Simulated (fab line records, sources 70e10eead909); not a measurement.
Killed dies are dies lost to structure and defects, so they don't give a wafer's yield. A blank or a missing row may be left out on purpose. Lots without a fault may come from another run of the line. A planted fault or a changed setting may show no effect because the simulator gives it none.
A struck lot beside a sound one | flow nand_harc | 22 steps out of a route of 1302
Sound: wafers L494.1, L494.2, L494.5. Struck: wafers L510.4, L510.5, L510.6. The cause comes at the end.
At each step with rows: each side's tool, then ch and its chambers, then its first start. Under that, the readings that differ: sound wafers | struck wafers | difference of the means | sigmas: that difference in standard deviations of wafers without a fault.
alike: readings whose means differ by less than 2 such deviations, and words and numbers that are the same on both sides. not compared: withheld readings, readings that some wafer has no value for, bounds like >300 that may hide the same value, and numbers for which the record gives no deviation and whose values overlap.
The two part at a step that has a row with sigmas, a row that says differs or no value, or rows on one side only. Numbers that don't overlap but have no deviation are shown without sigmas and don't part them. A reading that every wafer of one side lacks parts them only if that side has two wafers or more.

NHARC_P_CONTACT_CMP_24: polishes, t overpolish 30 s, target thk 200 nm.
  sound on cmp-02 ch 0,1,2, day 8 09:44; struck on cmp-01 ch 0,1, day 15 03:54
  alike: motor_current_A, overpolish_run_s, retaining_ring_pressure_frac, time_to_endpoint_s
then, 1 step without rows for these wafers: NHARC_P_CONTACT_SRD_26.
NHARC_P_CONTACT_INSPECT_27:
  sound on defect_inspect-01, day 8 10:05; struck on defect_inspect-01, day 15 04:19
  alike: raw_defect_count
then, 8 steps without rows for these wafers: NHARC_P_M0_DEP_00 (deposits SiOC, target thk 150 nm); NHARC_P_M0_DEHYDRATE_01 (time 120 s); NHARC_P_M0_HMDS_02 (time 30 s); NHARC_P_M0_COAT_33 (time 65 s); NHARC_P_M0_COAT_03 (resist thk 90 nm); NHARC_P_M0_SOFTBAKE_04 (time 55 s); NHARC_P_M0_EBR_05; NHARC_P_M0_EXPOSE_06 (exposes mask P M0, target cd 90 nm).
NHARC_P_M0_PEB_07: peb time 65 s.
  sound on litho_track-06 ch 0, day 8 10:55; struck on litho_track-01 ch 0, day 15 05:08
  reading                  | sound                | struck            | difference | sigmas
  heater_power_total_W (W) | 156.1 156.1 156.1    | 152.0 152.5 152.0 | -3.9       | -10
  plate_temp_C (C)         | 100.25 100.35 100.27 | 98.04 98.10 98.10 | -2.21      | -16
then, 1 step without rows for these wafers: NHARC_P_M0_DEVELOP_08 (develop time 35 s).
NHARC_P_M0_CD_MEAS_09: target cd 90 nm.
  sound on cd_sem-02 ch 0, day 8 10:59; struck on cd_sem-01 ch 0, day 15 05:13
  reading    | sound          | struck         | difference | sigmas
  cd_nm (nm) | 88.0 90.1 89.3 | 82.0 82.5 82.9 | -6.7       | -10
NHARC_P_M0_OVL_MEAS_10: pitch 180 nm.
  sound on overlay-01, day 8 11:05; struck on overlay-02, day 15 05:18
  alike: overlay_x_nm, overlay_y_nm
NHARC_P_M0_INSPECT_11:
  sound on defect_inspect-02, day 8 11:07; struck on defect_inspect-02, day 15 05:20
  alike: raw_defect_count
NHARC_P_M0_DESCUM_14: chemistry O2, time 3 s.
  sound on rie_diel-09 ch 0,1,2, day 8 11:11; struck on rie_diel-09 ch 0,2,3, day 15 05:26
  reading               | sound             | struck           | difference | sigmas
  model.P_M0.cd_nm (nm) | 88.43 90.37 88.27 | 82.5 82.63 82.08 | -6.6       |
  alike: drypump_motor_current_A, oes_product_au, rf_vpp_V, showerhead_plenum_p_Torr, throttle_valve_pct
  not compared: rf_hours_counter_h
NHARC_P_M0_ETCH_34: etches the open film in N2/H2, target depth 40 nm, overetch 12 nm, time 43.94 s.
  sound on rie_diel-09 ch 1,2, day 8 11:20; struck on rie_diel-09 ch 0,2,3, day 15 05:32
  alike: drypump_motor_current_A, n2_flow_sccm, oes_product_au, rf_vpp_V, showerhead_plenum_p_Torr, throttle_valve_pct
  not compared: rf_hours_counter_h
NHARC_P_M0_ETCH_15: etches the open film in C4F8/Ar, target depth 150 nm, overetch 15 nm, time 82.5 s.
  sound on rie_diel-09 ch 1,2,3; struck on rie_diel-09 ch 0,1,2
  reading               | sound             | struck           | difference | sigmas
  model.P_M0.cd_nm (nm) | 88.65 91.03 88.69 | 82.9 82.34 82.29 | -6.9       |
  alike: oes_product_au, rf_vpp_V
  not compared: rf_hours_counter_h
NHARC_P_M0_CD_MEAS_16:
  sound on cd_sem-03, day 8 11:34; struck on cd_sem-03, day 15 07:04
  reading    | sound          | struck         | difference | sigmas
  cd_nm (nm) | 88.8 91.3 88.9 | 83.4 82.2 82.3 | -7.0       | -6
NHARC_P_M0_STRIP_18: strips in N2/H2.
  sound on rie_diel-03 ch 0,3, day 8 11:40; struck on rie_diel-03 ch 0,1,2, day 15 07:13
  alike: drypump_motor_current_A, n2_flow_sccm, oes_product_au, rf_vpp_V, showerhead_plenum_p_Torr, throttle_valve_pct
  not compared: rf_hours_counter_h
-- the record jumps here: 18 days lie between the struck wafers' starts before and after (it left off in module P_M0 and takes up again in module END, whose first step shown is number 1302 of the route) --
NHARC_END_SORT_01:
  the record has rows for the struck wafers here (prober-02 ch 0, day 33 16:26) and none for the sound ones

WHERE THEY PART
First at NHARC_P_M0_PEB_07; last, within this record, at NHARC_END_SORT_01.

WHY: what the simulator had put in
Process parameter drift: litho_track-01, from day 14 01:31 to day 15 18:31, at NHARC_P_M0_PEB_07. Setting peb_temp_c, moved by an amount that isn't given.
